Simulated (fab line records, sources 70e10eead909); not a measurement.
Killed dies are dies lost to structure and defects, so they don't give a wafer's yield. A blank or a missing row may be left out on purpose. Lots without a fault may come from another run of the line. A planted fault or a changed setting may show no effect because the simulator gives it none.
Which tool did it? | flow nand_harc | 15 lots, 45 wafers sampled, at 1 step of a route of 1302

WHAT THE GAUGES READ, wafer by wafer
NHARC_P_ZERO_WELL_INSPECT_43.
lot  | measured     | on                | raw_defect_count
L387 | day 2 03:30  | defect_inspect-01 | 12 15 25
L388 | day 2 13:17  | defect_inspect-01 | 19 21 27
L389 | day 2 23:26  | defect_inspect-02 | 32 22 16
L390 | day 3 09:34  | defect_inspect-02 | 15 6 7
L391 | day 3 19:37  | defect_inspect-01 | 23 15 14
L392 | day 4 05:34  | defect_inspect-02 | 4 11 19
L393 | day 4 15:58  | defect_inspect-01 | 9 18 21
L394 | day 5 01:34  | defect_inspect-01 | 13 21 11
L395 | day 5 11:42  | defect_inspect-02 | 19 13 11
L396 | day 5 21:47  | defect_inspect-01 | 18 12 16
L397 | day 6 07:46  | defect_inspect-01 | 17 11 9
L398 | day 6 17:49  | defect_inspect-02 | 14 20 15
L402 | day 8 09:34  | defect_inspect-02 | 4 3 8
L409 | day 11 07:34 | defect_inspect-02 | 3 14 11
L410 | day 11 17:42 | defect_inspect-02 | 8 26 19

WHICH TOOL RAN EACH LOT (tool, then ch and the chambers of the sampled wafers, then the start)
The record holds no process step before these readings.

WHAT THE TOOLS THEMSELVES READ (means of the sampled wafers that have a number; where no wafer has one, the mark that the record gives instead)
The record holds no such reading with a usual standard deviation.

THE ANSWER, worked out from the rows above alone
Rule: what is usual is taken from the lots themselves. Put in order of their means at a reading, lots are off if they are a third of the lots or fewer, leave a main group of 4 or more, and stand apart from it by a gap of 3 or more times the standard deviation of the main group's means; of several such gaps the widest counts. A main group whose means are all the same, to the digits that the tables above print for the reading, isn't used. A lot without any number at a reading at which 4 lots or more have one is off too. The other lots that the step has rows for count as sound. The gauges are gone through in route order, then the tools' own readings, and for those a lot's mean is taken as printed above. The first step at which some lot is off is used, and at that step the reading that is off furthest; a lot without a number counts as furthest.
No lot is off at any reading shown: from this, nothing can be told.

WHAT THE SIMULATOR HAD PUT IN
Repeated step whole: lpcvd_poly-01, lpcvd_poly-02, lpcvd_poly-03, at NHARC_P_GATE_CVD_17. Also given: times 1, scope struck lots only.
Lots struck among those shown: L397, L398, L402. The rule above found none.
